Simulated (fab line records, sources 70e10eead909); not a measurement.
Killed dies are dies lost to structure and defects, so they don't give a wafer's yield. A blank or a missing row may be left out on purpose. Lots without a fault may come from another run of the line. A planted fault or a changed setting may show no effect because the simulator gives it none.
Which tool did it? | flow nand_harc | 14 lots, 42 wafers sampled, at 5 steps of a route of 1302

WHAT THE GAUGES READ, wafer by wafer
NHARC_A_DECK1_JOINT_THK_MEAS_17: measures by ellipsometry. Usual: thk_nm 44.7 nm, standard deviation 1.1.
lot  | measured     | on            | thk_nm (nm)    | flag
L868 | day 12 14:33 | film_metro-01 | 42.6 42.0 43.4 |
L869 | day 12 23:46 | film_metro-01 | 42.9 45.3 45.0 |
L870 | day 12 23:47 | film_metro-02 | 42.5 45.3 44.4 |
L873 | day 14 09:47 | film_metro-01 | 44.1 44.1 44.0 |
L872 | day 14 09:57 | film_metro-02 | 44.9 46.5 46.1 |
L874 | day 14 22:38 | film_metro-01 | 45.9 45.3 46.7 |
L876 | day 15 18:41 | film_metro-01 | 44.8 44.9 45.2 |
L878 | day 16 14:30 | film_metro-01 | 46.2 45.1 44.0 |
L879 | day 16 21:44 | film_metro-01 | 45.2 44.4 44.6 |
L880 | day 16 21:44 | film_metro-01 | 46.0 44.9 46.4 |
L882 | day 18 10:41 | film_metro-01 | 44.3 45.7 44.9 |
L889 | day 21 11:07 | film_metro-02 | 44.4 46.0 43.2 |
L890 | day 21 19:29 | film_metro-02 | 45.5 46.5 45.0 |
L891 | day 22 01:16 | film_metro-01 | 45.2 44.5 44.7 |

NHARC_A_DECK1_JOINT_INSPECT_05. Usual: raw_defect_count 310, standard deviation 110.
lot  | measured     | on                | raw_defect_count | flag
L868 | day 12 14:35 | defect_inspect-02 | 405 274 395      |
L869 | day 12 23:47 | defect_inspect-02 | 225 203 297      |
L870 | day 12 23:49 | defect_inspect-01 | 323 278 350      |
L873 | day 14 09:49 | defect_inspect-01 | 682 665 347      |
L872 | day 14 10:00 | defect_inspect-02 | 232 257 207      |
L874 | day 14 22:40 | defect_inspect-02 | 289 512 318      |
L876 | day 15 18:43 | defect_inspect-02 | 357 277 361      |
L878 | day 16 14:32 | defect_inspect-02 | 392 263 225      |
L879 | day 16 21:46 | defect_inspect-02 | 383 302 325      |
L880 | day 16 21:47 | defect_inspect-02 | 165 212 137      |
L882 | day 18 10:43 | defect_inspect-02 | 265 302 319      |
L889 | day 21 11:08 | defect_inspect-01 | 281 157 161      |
L890 | day 21 19:31 | defect_inspect-01 | 205 264 332      |
L891 | day 22 01:17 | defect_inspect-01 | 295 216 231      |

NHARC_A_ONON_D2_THK_MEAS_08: measures by ellipsometry. Usual: thk_nm 1000 nm, standard deviation 9.
lot  | measured     | on            | thk_nm (nm)    | flag
L868 | day 12 16:19 | film_metro-01 | 1013 1016 1010 |
L869 | day 13 01:30 | film_metro-02 | 1005 1006 1008 |
L870 | day 13 01:32 | film_metro-01 | 1015 1017 1017 |
L873 | day 14 11:43 | film_metro-02 | 997 994 997    |
L872 | day 14 11:50 | film_metro-01 | 1003 1003 1003 |
L874 | day 15 00:23 | film_metro-02 | 997 998 997    |
L876 | day 15 20:26 | film_metro-01 | 1001 1003 1000 |
L878 | day 16 16:14 | film_metro-01 | 1005 1003 1004 |
L879 | day 16 23:28 | film_metro-01 | 994 994 994    |
L880 | day 16 23:29 | film_metro-01 | 980 981 980    |
L882 | day 18 12:25 | film_metro-02 | 988 988 989    |
L889 | day 21 12:52 | film_metro-02 | 1014 1015 1012 |
L890 | day 21 21:14 | film_metro-02 | 994 993 993    |
L891 | day 22 03:02 | film_metro-02 | 990 992 991    |

NHARC_A_ONON_D2_THK_MEAS_27: measures by ellipsometry. Usual: thk_nm 1001 nm, standard deviation 8.8.
lot  | measured     | on            | thk_nm (nm)    | flag
L868 | day 13 02:52 | film_metro-02 | 1001 998 1001  |
L869 | day 13 12:30 | film_metro-01 | 999 1002 1000  |
L870 | day 13 12:30 | film_metro-02 | 999 1000 999   |
L873 | day 14 22:14 | film_metro-01 | 1003 1002 1004 |
L872 | day 14 22:14 | film_metro-02 | 996 994 994    |
L874 | day 15 10:37 | film_metro-02 | 1000 999 1000  |
L876 | day 16 06:34 | film_metro-01 | 992 992 994    |
L878 | day 17 02:44 | film_metro-01 | 652 996 652    | OFF
L879 | day 17 09:42 | film_metro-01 | 1012 1010 1012 |
L880 | day 17 09:43 | film_metro-02 | 663 1008 662   | OFF
L882 | day 18 22:56 | film_metro-02 | 997 998 996    |
L889 | day 22 00:46 | film_metro-02 | 986 985 984    |
L890 | day 22 07:48 | film_metro-02 | 1023 1021 1021 |
L891 | day 22 14:55 | film_metro-02 | 998 997 997    |

WHICH TOOL RAN EACH LOT (tool, then ch and the chambers of the sampled wafers, then the start)
lot  | NHARC_A_ONON_D2_DEP_25
L868 | pecvd_onon-01 ch 0, day 13 02:25
L869 | pecvd_onon-01 ch 0, day 13 12:03
L870 | pecvd_onon-04 ch 0, day 13 12:03
L873 | pecvd_onon-03 ch 0, day 14 21:50
L872 | pecvd_onon-04 ch 0, day 14 21:47
L874 | pecvd_onon-01 ch 0, day 15 10:07
L876 | pecvd_onon-01 ch 0, day 16 06:07
L878 | pecvd_onon-01 ch 0, day 17 02:23
L879 | pecvd_onon-04 ch 0, day 17 09:15
L880 | pecvd_onon-01 ch 0, day 17 09:15
L882 | pecvd_onon-04 ch 0, day 18 22:25
L889 | pecvd_onon-03 ch 0, day 22 00:19
L890 | pecvd_onon-03 ch 0, day 22 07:22
L891 | pecvd_onon-04 ch 0, day 22 14:22
- NHARC_A_ONON_D2_DEP_25: target thk 1000 nm.

WHAT THE TOOLS THEMSELVES READ (means of the sampled wafers that have a number; where no wafer has one, the mark that the record gives instead)
NHARC_A_ONON_D2_DEP_25. Usual: sih4_flow_sccm 210.2 sccm, standard deviation 0.58.
lot  | tool          | sih4_flow_sccm (sccm) | flag
L868 | pecvd_onon-01 | 211.0                 |
L869 | pecvd_onon-01 | 210.2                 |
L870 | pecvd_onon-04 | 210.6                 |
L873 | pecvd_onon-03 | 210.5                 |
L872 | pecvd_onon-04 | 209.5                 |
L874 | pecvd_onon-01 | 210.3                 |
L876 | pecvd_onon-01 | 210.5                 |
L878 | pecvd_onon-01 | 210.0                 |
L879 | pecvd_onon-04 | 210.9                 |
L880 | pecvd_onon-01 | 209.8                 |
L882 | pecvd_onon-04 | 210.4                 |
L889 | pecvd_onon-03 | 210.7                 |
L890 | pecvd_onon-03 | 210.3                 |
L891 | pecvd_onon-04 | 209.9                 |

THE ANSWER, worked out from the rows above alone
Rule: a lot is off if the mean of its wafers that have a number lies more than 3 standard deviations from the usual mean. A lot without any number at a reading at which 4 lots or more have one is off too. The other lots that the step has rows for count as sound. The gauges are gone through in route order, then the tools' own readings, and for those a lot's mean is taken as printed above. The first step at which some lot is off is used, and at that step the reading that is off furthest; a lot without a number counts as furthest.
Off: L878, L880, at NHARC_A_ONON_D2_THK_MEAS_27 (thk_nm).
A tool fits if, at a process step before that reading, it ran every lot that is off, and no sound lot after the first of them. The gauges at NHARC_A_ONON_D2_THK_MEAS_27 are tried like those tools. One fits: pecvd_onon-01 at NHARC_A_ONON_D2_DEP_25. Its last sound lot is L876 (day 16 06:07), its first lot that is off L878 (day 17 02:23): a fault that began between those two fits.

WHAT THE SIMULATOR HAD PUT IN
Process parameter drift: pecvd_onon-01, from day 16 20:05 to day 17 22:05, at NHARC_A_ONON_D2_DEP_25. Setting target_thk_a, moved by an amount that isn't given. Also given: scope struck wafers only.
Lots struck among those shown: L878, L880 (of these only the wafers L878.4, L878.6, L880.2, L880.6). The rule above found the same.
